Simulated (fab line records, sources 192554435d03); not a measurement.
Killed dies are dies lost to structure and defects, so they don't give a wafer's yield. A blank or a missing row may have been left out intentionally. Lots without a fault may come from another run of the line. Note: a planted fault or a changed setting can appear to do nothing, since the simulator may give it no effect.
fab line records    flow n5Finfet
record lots=7  wafers=39
route steps=1938 shown BEOL_M13@1696 BEOL_M14@1716 MIM_BOT_ETCH@1868
startH: hours from the record's first day to the start of the lot's first wafer shown    waitH: how many hours have passed since the lot's step before this one    " the same as in the row above    L1.1+2: a row that stands for several wafers    - no value, or no start was given    * or withheld: withheld    < > ~ a bound
route shown NAME@n: names a module that has steps shown in the file, with the first one's number in the route    usual: mean/standard deviation taken from wafers without a fault    same: alike in all rows    chamber/n: place in a boat    sites: each site's reading    _std_site: their standard deviation    _edge_site: inner sites' mean taken away from outer sites' mean    radiusMm: for every site, how far away it sits from the centre of the wafer    mask NAME#n: copy n    behind: the most recent tool/chamber to have shaped the wafer    hold: why the lot was held/for how many hours/how that ended    device: transistor that didn't switch, given as n, p or np    end of line: the tests these same wafers got at the end of their route    a step given without rows: its recipe and nothing more    killed: dies that structure and defects cost at the first sort, which is not the same as the wafer's yield    map: a wafer's dies, x killed, . not, _ none there
set.NAME: the setting as run; set.NAME@STEP: as run at that earlier step    model.NAME: the simulator's own value behind a step, which no gauge read
lots with deliberately changed settings; one table per step, one row per wafer
## steps
# step N5_BEOL_M13_TRENCH_ETCH_34
# recipe chemistry=C4F8/O2/Ar  target=SiOC  targetDepthA=4134.7  maskMaterial=SOC  pressureMtorr=30  sourceW=3000  biasW=700  Ar_flow_sccm=400  C4F8_flow_sccm=15  O2_flow_sccm=8  heInnerTorr=15  heOuterTorr=30  timeS=162.6  ionEnergyEv=250
lot.wafer  tool        chamber  startH  waitH  set.timeS  model.etch.depthNm
L075.1     rieDiel-06  2        241.11  0.0    122.2      306.3
L075.2     "           3        "       "      162.6      420.3
L075.3     "           0        "       "      162.6      407.2
L075.4     "           1        "       "      122.2      311.4
L075.5     "           2        "       "      162.6      411.8
L075.6     "           3        "       "      122.2      317.2
L074.1     rieDiel-02  1        245.12  0.0    162.6      412.7
L074.2     "           3        "       "      162.6      421.8
L074.3     "           0        "       "      162.6      407.8
L074.4     "           2        "       "      70.55      177
L074.5     "           2        "       "      70.55      177.1
L074.6     "           1        "       "      70.55      178.6
L080.1     rieDiel-06  3        263.79  0.0    162.6      418.2
L080.2     "           1        "       "      162.6      409.3
L080.3     "           0        "       "      81.3       201.2
L080.4     "           3        "       "      81.3       209.1
L080.5     "           0        "       "      162.6      401.8
L080.6     "           1        "       "      81.3       205.3
L081.2     rieDiel-03  0        266.83  0.0    162.6      400.6
L081.5     "           1        "       "      162.6      417.6
L081.6     "           2        "       "      162.6      412.9
L083.1     rieDiel-03  3        284.61  0.0    162.6      424.6
L083.2     "           1        "       "      162.6      419.4
L083.3     "           0        "       "      188.4      474.2
L083.4     "           2        "       "      188.4      483.4
L083.5     "           0        "       "      188.4      468.2
L083.6     "           1        "       "      162.6      417.4
L086.1     rieDiel-02  0        295.95  0.0    255.4      638.7
L086.2     "           3        "       "      162.6      420
L086.3     "           1        "       "      162.6      412.1
L086.4     "           2        "       "      255.4      646
L086.5     "           2        "       "      255.4      648.3
L086.6     "           1        "       "      162.6      414
L091.1     rieDiel-03  1        335.39  0.0    105.8      271.1
L091.2+3   "           2,3      "       "      162.6      415.1
L091.4     "           0        "       "      105.8      263.2
L091.5     "           3        "       "      105.8      275
L091.6     "           2        "       "      162.6      413.6
# step N5_BEOL_M13_STRIP_70
# recipe chemistry=C4F8/O2/Ar  resist=SiARC  rfFrequencyHz=6e+07
# step N5_BEOL_M13_OCD_MEAS_35
# usual trenchDepthNm=413/6
lot.wafer  tool    chamber  startH  waitH  set.timeS@BEOL_M13_TRENCH_ETCH_34  trenchDepthNm
L075.1     ocd-01  -        241.29  0.0    122.2                              306
L075.2     "       -        "       "      162.6                              421
L075.3     "       -        "       "      162.6                              407
L075.4     "       -        "       "      122.2                              311
L075.5     "       -        "       "      162.6                              412
L075.6     "       -        "       "      122.2                              317
L074.1     ocd-01  -        245.29  0.0    162.6                              413
L074.2     "       -        "       "      162.6                              422
L074.3     "       -        "       "      162.6                              408
L074.4     "       -        "       "      70.55                              177
L074.5     "       -        "       "      70.55                              177
L074.6     "       -        "       "      70.55                              178
L080.1     ocd-01  -        263.98  0.0    162.6                              418
L080.2     "       -        "       "      162.6                              410
L080.3     "       -        "       "      81.3                               202
L080.4     "       -        "       "      81.3                               209
L080.5     "       -        "       "      162.6                              402
L080.6     "       -        "       "      81.3                               206
L081.2     ocd-01  -        267.01  0.0    162.6                              401
L081.5     "       -        "       "      162.6                              418
L081.6     "       -        "       "      162.6                              413
L083.1     ocd-01  -        284.78  0.0    162.6                              424
L083.2     "       -        "       "      162.6                              420
L083.3     "       -        "       "      188.4                              474
L083.4     "       -        "       "      188.4                              484
L083.5     "       -        "       "      188.4                              468
L083.6     "       -        "       "      162.6                              417
L086.1     ocd-01  -        296.13  0.0    255.4                              639
L086.2     "       -        "       "      162.6                              420
L086.3     "       -        "       "      162.6                              412
L086.4     "       -        "       "      255.4                              646
L086.5     "       -        "       "      255.4                              648
L086.6     "       -        "       "      162.6                              414
L091.1     ocd-01  -        335.56  0.0    105.8                              271
L091.2     "       -        "       "      162.6                              415
L091.3     "       -        "       "      162.6                              416
L091.4     "       -        "       "      105.8                              263
L091.5     "       -        "       "      105.8                              275
L091.6     "       -        "       "      162.6                              414
# step N5_BEOL_M13_STRIP_37
# recipe chemistry=N2/H2  powerW=1000  tempC=250  h2Frac=0.65  overashFraction=0.3  pressureMtorr=withheld  n2FlowSccm=1750  h2FlowSccm=3250
# step N5_BEOL_M13_ETCH_38
# recipe chemistry=CF4/N2  target=SiCN  targetDepthA=675  taperDeg=2  timeS=71.9  ionEnergyEv=150  maskMaterial=SiO2  pressureMtorr=40  sourceW=430  biasW=70  Ar_flow_sccm=100  cf4FlowSccm=60  n2FlowSccm=60
# step N5_BEOL_M13_ECD_47
# recipe material=Cu  targetThkA=9360
# step N5_BEOL_M13_ANNEAL_48
# recipe tempC=225  timeS=90  ambient=N2
# step N5_BEOL_M13_CMP_49
# recipe stopOn=SiOC  tOverpolishS=17.1  downForcePsi=1  platenRpm=50  clearingPlatenDownForcePsi=1.5  clearingPlatenRpm=50  postCmpClean=cuAlkaline  targetThkNm=420  clearingPlatenPadVelocityMS=0.99484  padVelocityMS=0.99484
lot.wafer  tool    chamber  startH  waitH  set.timeS@BEOL_M13_TRENCH_ETCH_34  model.Cu_of_BEOL_M13_ECD_47.thkNm
L075.3     cmp-04  1        244.41  0.2    162.6                              417.2
L075.4     "       2        "       "      122.2                              319
L075.2     "       3        "       "      162.6                              426
L075.1     "       0        "       "      122.2                              312.8
L075.6     "       1        "       "      122.2                              325
L075.5     "       2        "       "      162.6                              419.2
L074.1     cmp-04  3        246.81  0.3    162.6                              417.8
L074.3     "       0        "       "      162.6                              415
L074.2     "       1        "       "      162.6                              430.4
L074.4     "       2        "       "      70.55                              183.4
L074.5     "       3        "       "      70.55                              181
L074.6     "       0        "       "      70.55                              185.6
L080.1     cmp-02  3        265.18  0.3    162.6                              427.6
L080.4     "       0        "       "      81.3                               216.6
L080.3     "       1        "       "      81.3                               210.4
L080.2     "       2        "       "      162.6                              419
L080.5     "       3        "       "      162.6                              411
L080.6     "       0        "       "      81.3                               212.2
L081.2     cmp-01  0        273.35  0.2    162.6                              405
L081.5     "       3        "       "      162.6                              424.8
L081.6     "       0        "       "      162.6                              417.8
L083.2     cmp-02  2        287.12  0.2    162.6                              428.2
L083.4     "       3        "       "      188.4                              492.2
L083.1     "       0        "       "      162.6                              431.4
L083.3     "       1        "       "      188.4                              483.2
L083.6     "       2        "       "      162.6                              426.2
L083.5     "       3        "       "      188.4                              477.8
L086.2     cmp-01  3        299.35  0.2    162.6                              427.8
L086.4     "       0        "       "      255.4                              652
L086.1     "       1        "       "      255.4                              645.4
L086.3     "       2        "       "      162.6                              418.8
L086.6     "       3        "       "      162.6                              421.8
L086.5     "       0        "       "      255.4                              652.6
L091.1     cmp-04  3        337.98  0.3    105.8                              275.6
L091.2     "       0        "       "      162.6                              422.6
L091.4     "       1        "       "      105.8                              271
L091.3     "       2        "       "      162.6                              420.6
L091.5     "       3        "       "      105.8                              279.6
L091.6     "       0        "       "      162.6                              419.4
# step N5_BEOL_M13_THK_MEAS_50
# recipe thkMeasGauge=xrf  reads=Cu_of_BEOL_M13_ECD_47
# usual M13_THK=432/7.1
lot.wafer  tool          chamber  startH  waitH  set.timeS@BEOL_M13_TRENCH_ETCH_34  M13_THK[nm]
L075.1     filmMetro-01  -        244.71  -      122.2                              321
L075.2     "             -        "       "      162.6                              438
L075.3     "             -        "       "      162.6                              431
L075.4     "             -        "       "      122.2                              329
L075.5     "             -        "       "      162.6                              432
L075.6     "             -        "       "      122.2                              334
L074.1     filmMetro-02  -        247.11  -      162.6                              436
L074.2     "             -        "       "      162.6                              446
L074.3     "             -        "       "      162.6                              432
L074.4     "             -        "       "      70.55                              189
L074.5     "             -        "       "      70.55                              187
L074.6     "             -        "       "      70.55                              192
L080.1     filmMetro-02  -        265.48  -      162.6                              435
L080.2     "             -        "       "      162.6                              424
L080.3     "             -        "       "      81.3                               212
L080.4     "             -        "       "      81.3                               219
L080.5     "             -        "       "      162.6                              418
L080.6     "             -        "       "      81.3                               214
L081.2     filmMetro-01  -        273.61  -      162.6                              419
L081.5     "             -        "       "      162.6                              442
L081.6     "             -        "       "      162.6                              432
L083.1     filmMetro-01  -        287.41  -      162.6                              451
L083.2     "             -        "       "      162.6                              448
L083.3     "             -        "       "      188.4                              506
L083.4     "             -        "       "      188.4                              515
L083.5     "             -        "       "      188.4                              501
L083.6     "             -        "       "      162.6                              444
L086.1     filmMetro-02  -        299.65  -      255.4                              663
L086.2     "             -        "       "      162.6                              436
L086.3     "             -        "       "      162.6                              426
L086.4     "             -        "       "      255.4                              672
L086.5     "             -        "       "      255.4                              674
L086.6     "             -        "       "      162.6                              429
L091.1     filmMetro-02  -        338.27  -      105.8                              279
L091.2     "             -        "       "      162.6                              430
L091.3     "             -        "       "      162.6                              430
L091.4     "             -        "       "      105.8                              275
L091.5     "             -        "       "      105.8                              283
L091.6     "             -        "       "      162.6                              424
# step N5_BEOL_M13_PRE_CLEAN_52
# recipe gas=NH3  timeS=15  tempC=withheld  rfPowerW=300
# step N5_BEOL_M13_DEP_53
# recipe material=SiCN  targetThkA=500  tempC=withheld  precursor=3MS/NH3  pressureTorr=3  rfW=675  timeS=17.8
# step N5_BEOL_M13_RS_MEAS_54
# recipe thkMeasGauge=four-point-probe  reads=Cu_of_BEOL_M13_ECD_47+Ta_of_BEOL_M13_SPUTTER_44+TaN_of_BEOL_M13_SPUTTER_43
# usual M13_RS=0.0449/0.00069
lot.wafer  tool          chamber  startH  waitH  set.timeS@BEOL_M13_TRENCH_ETCH_34  M13_RS[ohm/sq]
L075.1     filmMetro-01  -        244.87  0.1    122.2                              0.0611
L075.2     "             -        "       "      162.6                              0.0443
L075.3     "             -        "       "      162.6                              0.0452
L075.4     "             -        "       "      122.2                              0.0597
L075.5     "             -        "       "      162.6                              0.0451
L075.6     "             -        "       "      122.2                              0.0586
L074.1     filmMetro-02  -        247.24  0.0    162.6                              0.0451
L074.2     "             -        "       "      162.6                              0.0439
L074.3     "             -        "       "      162.6                              0.0456
L074.4     "             -        "       "      70.55                              0.1076
L074.5     "             -        "       "      70.55                              0.1089
L074.6     "             -        "       "      70.55                              0.1061
L080.1     filmMetro-02  -        265.61  0.0    162.6                              0.0441
L080.2     "             -        "       "      162.6                              0.0450
L080.3     "             -        "       "      81.3                               0.0927
L080.4     "             -        "       "      81.3                               0.0902
L080.5     "             -        "       "      162.6                              0.0458
L080.6     "             -        "       "      81.3                               0.0919
L081.2     filmMetro-01  -        273.74  0.1    162.6                              0.0466
L081.5     "             -        "       "      162.6                              0.0444
L081.6     "             -        "       "      162.6                              0.0451
L083.1     filmMetro-01  -        287.54  0.0    162.6                              0.0438
L083.2     "             -        "       "      162.6                              0.0441
L083.3     "             -        "       "      188.4                              0.0388
L083.4     "             -        "       "      188.4                              0.0381
L083.5     "             -        "       "      188.4                              0.0393
L083.6     "             -        "       "      162.6                              0.0443
L086.1     filmMetro-01  -        299.77  0.0    255.4                              0.0289
L086.2     "             -        "       "      162.6                              0.0441
L086.3     "             -        "       "      162.6                              0.0449
L086.4     "             -        "       "      255.4                              0.0286
L086.5     "             -        "       "      255.4                              0.0286
L086.6     "             -        "       "      162.6                              0.0447
L091.1     filmMetro-02  -        338.40  0.0    105.8                              0.0697
L091.2     "             -        "       "      162.6                              0.0448
L091.3     "             -        "       "      162.6                              0.0448
L091.4     "             -        "       "      105.8                              0.0708
L091.5     "             -        "       "      105.8                              0.0686
L091.6     "             -        "       "      162.6                              0.0449
# step N5_BEOL_M14_ILD_DEP_00
# recipe material=SiO2  targetThkA=11193  tempC=400  precursor=TEOS/O2  pressureTorr=6.5  rfW=900  teosFlowSccm=161.4  gas=O2  flowSccm=2650  timeS=237.4
lot.wafer  tool      chamber  startH  waitH  set.targetThkA  model.SiO2_of_BEOL_M14_ILD_DEP_00.thkNm
L075.1     pecvd-04  2        244.93  0.0    11193           1120
L075.2     "         0        "       "      6958            690.8
L075.3     "         2        "       "      11193           1133
L075.4     "         0        "       "      6958            700.8
L075.5     "         0        "       "      6958            698.4
L075.6     "         2        "       "      11193           1129
L074.1     pecvd-01  2        247.30  0.0    11193           1127
L074.2     "         0        "       "      11193           1090
L074.3     "         1        "       "      7094            705
L074.4     "         0        "       "      11193           1096
L074.5     "         1        "       "      7094            728.4
L074.6     "         2        "       "      7094            728
L080.1     pecvd-02  0        265.67  0.0    11193           1090
L080.2     "         1        "       "      8728            853
L080.3     "         2        "       "      8728            865.2
L080.4     "         1        "       "      11193           1110
L080.5     "         2        "       "      8728            889.6
L080.6     "         0        "       "      11193           1118
L081.2     pecvd-02  0        273.80  0.0    11193           1095
L081.5     "         1        "       "      11193           1120
L081.6     "         2        "       "      11193           1125
L083.1     pecvd-04  1        287.61  0.0    11193           1097
L083.2     "         2        "       "      14570           1468
L083.3     "         0        "       "      14570           1451
L083.4     "         1        "       "      11193           1113
L083.5     "         0        "       "      14570           1481
L083.6     "         2        "       "      11193           1149
L086.1     pecvd-01  1        299.84  0.0    11193           1112
L086.2     "         2        "       "      11193           1113
L086.3     "         0        "       "      11193           1084
L086.4     "         2        "       "      11193           1123
L086.5     "         1        "       "      11193           1127
L086.6     "         0        "       "      11193           1108
L091.1     pecvd-01  1        338.47  0.0    7801            771.6
L091.2     "         2        "       "      11193           1127
L091.3     "         0        "       "      11193           1087
L091.4     "         0        "       "      11193           1102
L091.5     "         2        "       "      7801            787.6
L091.6     "         1        "       "      7801            782.2
# step N5_BEOL_M14_THK_MEAS_01
# recipe reads=SiO2_of_BEOL_M14_ILD_DEP_00
# usual M14_ILD_THK=1119/16
lot.wafer  tool          chamber  startH  waitH  set.targetThkA@BEOL_M14_ILD_DEP_00  M14_ILD_THK[nm]
L075.1     filmMetro-02  -        245.21  0.2    11193                               1119
L075.2     "             -        "       "      6958                                691
L075.3     "             -        "       "      11193                               1133
L075.4     "             -        "       "      6958                                701
L075.5     "             -        "       "      6958                                698
L075.6     "             -        "       "      11193                               1128
L074.1     filmMetro-01  -        247.49  0.1    11193                               1127
L074.2     "             -        "       "      11193                               1091
L074.3     "             -        "       "      7094                                705
L074.4     "             -        "       "      11193                               1097
L074.5     "             -        "       "      7094                                728
L074.6     "             -        "       "      7094                                728
L080.1     filmMetro-02  -        265.86  0.1    11193                               1090
L080.2     "             -        "       "      8728                                853
L080.3     "             -        "       "      8728                                866
L080.4     "             -        "       "      11193                               1108
L080.5     "             -        "       "      8728                                890
L080.6     "             -        "       "      11193                               1119
L081.2     filmMetro-02  -        273.99  0.1    11193                               1095
L081.5     "             -        "       "      11193                               1120
L081.6     "             -        "       "      11193                               1124
L083.1     filmMetro-02  -        287.79  0.1    11193                               1097
L083.2     "             -        "       "      14570                               1470
L083.3     "             -        "       "      14570                               1453
L083.4     "             -        "       "      11193                               1113
L083.5     "             -        "       "      14570                               1481
L083.6     "             -        "       "      11193                               1149
L086.1     filmMetro-01  -        300.03  0.1    11193                               1112
L086.2     "             -        "       "      11193                               1113
L086.3     "             -        "       "      11193                               1084
L086.4     "             -        "       "      11193                               1122
L086.5     "             -        "       "      11193                               1127
L086.6     "             -        "       "      11193                               1108
L091.1     filmMetro-02  -        338.66  0.1    7801                                772
L091.2     "             -        "       "      11193                               1127
L091.3     "             -        "       "      11193                               1089
L091.4     "             -        "       "      11193                               1101
L091.5     "             -        "       "      7801                                788
L091.6     "             -        "       "      7801                                782
# step N5_BEOL_M14_COAT_58
# recipe resist=BARC  tempC=205  timeS=60  spinRpm=1500  resistThkNm=89
# step N5_BEOL_M14_COAT_04
# recipe spinRpm=1704  resistThkNm=800
# step N5_BEOL_M14_DESCUM_15
# recipe chemistry=O2  timeS=7.9  sourcePowerW=50  biasPowerW=20  pressureMtorr=20  rfFrequencyHz=2.712e+07  tempC=40  o2FlowSccm=225
# step N5_BEOL_M14_ETCH_59
# recipe chemistry=N2/H2  target=BARC  targetDepthA=890  overetchA=267  timeS=67.9  ionEnergyEv=200  pressureMtorr=30  sourceW=840  biasW=150  n2FlowSccm=200  h2FlowSccm=200
# step N5_BEOL_M14_VIA_ETCH_16
# recipe chemistry=C4F8/O2/Ar  target=SiO2  heInnerTorr=15  heOuterTorr=30  targetDepthA=12313  timeS=withheld  ionEnergyEv=800  pressureMtorr=20  sourceW=1905  biasW=2040  Ar_flow_sccm=400  C4F8_flow_sccm=16  O2_flow_sccm=12  ends=cleared
lot.wafer  tool        chamber  startH  waitH  set.targetThkA@BEOL_M14_ILD_DEP_00  model.etch.depthNm  model.coat_of_BEOL_M14_COAT_04.thkNm
L075.1     rieDiel-05  0        246.13  0.0    11193                               1120                456.4
L075.2     "           1        "       "      6958                                690.7               557.4
L075.3     "           2        "       "      11193                               1133                461.2
L075.4     "           3        "       "      6958                                700.9               558
L075.5     "           0        "       "      6958                                698.3               554.2
L075.6     "           3        "       "      11193                               1129                456.4
L074.1     rieDiel-05  0        248.64  0.0    11193                               1127                455
L074.2     "           3        "       "      11193                               1090                465.2
L074.3     "           2        "       "      7094                                705                 560.6
L074.4     "           1        "       "      11193                               1096                457.2
L074.5     "           3        "       "      7094                                728.5               549
L074.6     "           2        "       "      7094                                728                 556.2
L080.1     rieDiel-04  0        266.34  0.0    11193                               1090                471.8
L080.2     "           3        "       "      8728                                853.1               518
L080.3     "           1        "       "      8728                                865.3               512.6
L080.4     "           2        "       "      11193                               1110                458.4
L080.5     "           0        "       "      8728                                889.6               514.8
L080.6     "           1        "       "      11193                               1118                450.2
L081.2     rieDiel-01  0        274.47  0.0    11193                               1095                462.4
L081.5     "           2        "       "      11193                               1120                457.2
L081.6     "           0        "       "      11193                               1125                453.6
L083.1     rieDiel-05  3        288.28  0.0    11193                               1097                461.4
L083.2     "           0        "       "      14570                               1468                375.4
L083.3     "           2        "       "      14570                               1451                395
L083.4     "           1        "       "      11193                               1113                456.4
L083.5     "           2        "       "      14570                               1481                386.8
L083.6     "           3        "       "      11193                               1149                451
L086.1     rieDiel-04  0        300.51  0.0    11193                               1112                465
L086.2     "           2        "       "      11193                               1113                459.6
L086.3     "           3        "       "      11193                               1084                461.2
L086.4     "           1        "       "      11193                               1123                452.4
L086.5     "           2        "       "      11193                               1127                455.6
L086.6     "           3        "       "      11193                               1108                457.6
L091.1     rieDiel-05  3        339.17  0.0    7801                                771.6               540.8
L091.2     "           0        "       "      11193                               1127                452.2
L091.3     "           2        "       "      11193                               1087                478.6
L091.4     "           1        "       "      11193                               1102                458.4
L091.5     "           2        "       "      7801                                787.5               545.6
L091.6     "           3        "       "      7801                                782.3               538.4
# step N5_MIM_BOT_ETCH_ETCH_00
# recipe chemistry=Cl2/BCl3  target=TiN  targetDepthA=455  ionEnergyEv=150  pressureMtorr=10  icpW=1000  biasW=126  Cl2_flow_sccm=53.25  bcl3FlowSccm=21.75  Ar_flow_sccm=25
lot.wafer  tool         chamber  startH  waitH  set.targetDepthA  model.etch.depthNm  model.MIM_BOT_ETCH.cdOffsetNm
L075.1     rieMetal-02  0        264.53  0.1    321               33.69               0.6
L075.2     "            0        "       "      321               33.65               1.2
L075.3     "            0        "       "      455               47.54               0.2
L075.4     "            0        "       "      455               48.1                0.2
L075.5     "            0        "       "      455               47.78               0.4
L075.6     "            0        "       "      321               33.64               0.8
L074.1     rieMetal-01  1        264.82  0.1    716.5             72.86               -1.6
L074.2     "            0        "       "      455               44.47               -0.4
L074.3     "            0        "       "      716.5             69.84               -1.6
L074.4     "            1        "       "      455               46.2                0
L074.5     "            1        "       "      716.5             73.1                -1.6
L074.6     "            0        "       "      455               44.37               -0.4
L080.1     rieMetal-03  0        284.09  0.1    455               42.51               -0.4
L080.2     "            1        "       "      455               43.19               0.2
L080.3     "            0        "       "      455               42.66               -0.2
L080.4     "            1        "       "      455               42.77               0.6
L080.5     "            0        "       "      455               42.92               0
L080.6     "            1        "       "      455               42.79               0.8
L081.2     rieMetal-03  0        296.34  0.1    455               43.21               0.2
L081.5     "            1        "       "      455               43.6                0.6
L081.6     "            0        "       "      455               42.91               0.2
L083.1     rieMetal-01  0        303.46  0.1    455               44.25               0
L083.2     "            1        "       "      455               46.27               -0.4
L083.3     "            1        "       "      455               46.36               -0.4
L083.4     "            0        "       "      685.5             66.5                -1.4
L083.5     "            0        "       "      685.5             66.61               -1.8
L083.6     "            1        "       "      685.5             69.88               -1.4
L086.1     rieMetal-03  1        314.95  0.1    235.7             22.68               1.4
L086.2     "            0        "       "      235.7             22.02               1
L086.3     "            0        "       "      455               42.4                0
L086.4     "            1        "       "      235.7             22.58               1.2
L086.5     "            0        "       "      455               42.06               0
L086.6     "            1        "       "      455               43.34               0.2
L091.1     rieMetal-03  1        356.24  0.1    455               42.53               0
L091.2     "            0        "       "      455               42.29               0.2
L091.3     "            0        "       "      330.5             30.49               0.6
L091.4     "            1        "       "      455               42.57               0.2
L091.5     "            0        "       "      330.5             30.66               0.8
L091.6     "            1        "       "      330.5             30.51               0.6
## key
split step=N5_BEOL_M13_TRENCH_ETCH_34  setting=timeS  stated=162.6  by=wafer
response step=N5_BEOL_M13_TRENCH_ETCH_34  reading=model.etch.depthNm  change=+4.08  per=1%  r=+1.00
response step=N5_BEOL_M13_OCD_MEAS_35  reading=trenchDepthNm  change=+4.09  per=1%  r=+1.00
response step=N5_BEOL_M13_CMP_49  reading=model.Cu_of_BEOL_M13_ECD_47.thkNm  change=+4.09  per=1%  r=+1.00
response step=N5_BEOL_M13_THK_MEAS_50  reading=M13_THK  change=+4.26  per=1%  r=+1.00
response step=N5_BEOL_M13_RS_MEAS_54  reading=M13_RS  shape=bent  atLowest=0.1075  atStated=0.0448  atHighest=0.0287
split step=N5_BEOL_M14_ILD_DEP_00  setting=targetThkA  stated=11193  by=wafer
response step=N5_BEOL_M14_ILD_DEP_00  reading=model.SiO2_of_BEOL_M14_ILD_DEP_00.thkNm  change=+11  per=1%  r=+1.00
response step=N5_BEOL_M14_THK_MEAS_01  reading=M14_ILD_THK  change=+11  per=1%  r=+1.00
response step=N5_BEOL_M14_VIA_ETCH_16  reading=model.etch.depthNm  change=+11  per=1%  r=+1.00
response step=N5_BEOL_M14_VIA_ETCH_16  reading=model.coat_of_BEOL_M14_COAT_04.thkNm  change=-2.55  per=1%  r=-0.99
split step=N5_MIM_BOT_ETCH_ETCH_00  setting=targetDepthA  stated=455  by=wafer
response step=N5_MIM_BOT_ETCH_ETCH_00  reading=model.etch.depthNm  change=+0.446  per=1%  r=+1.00
response step=N5_MIM_BOT_ETCH_ETCH_00  reading=model.MIM_BOT_ETCH.cdOffsetNm  change=-0.0232  per=1%  r=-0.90
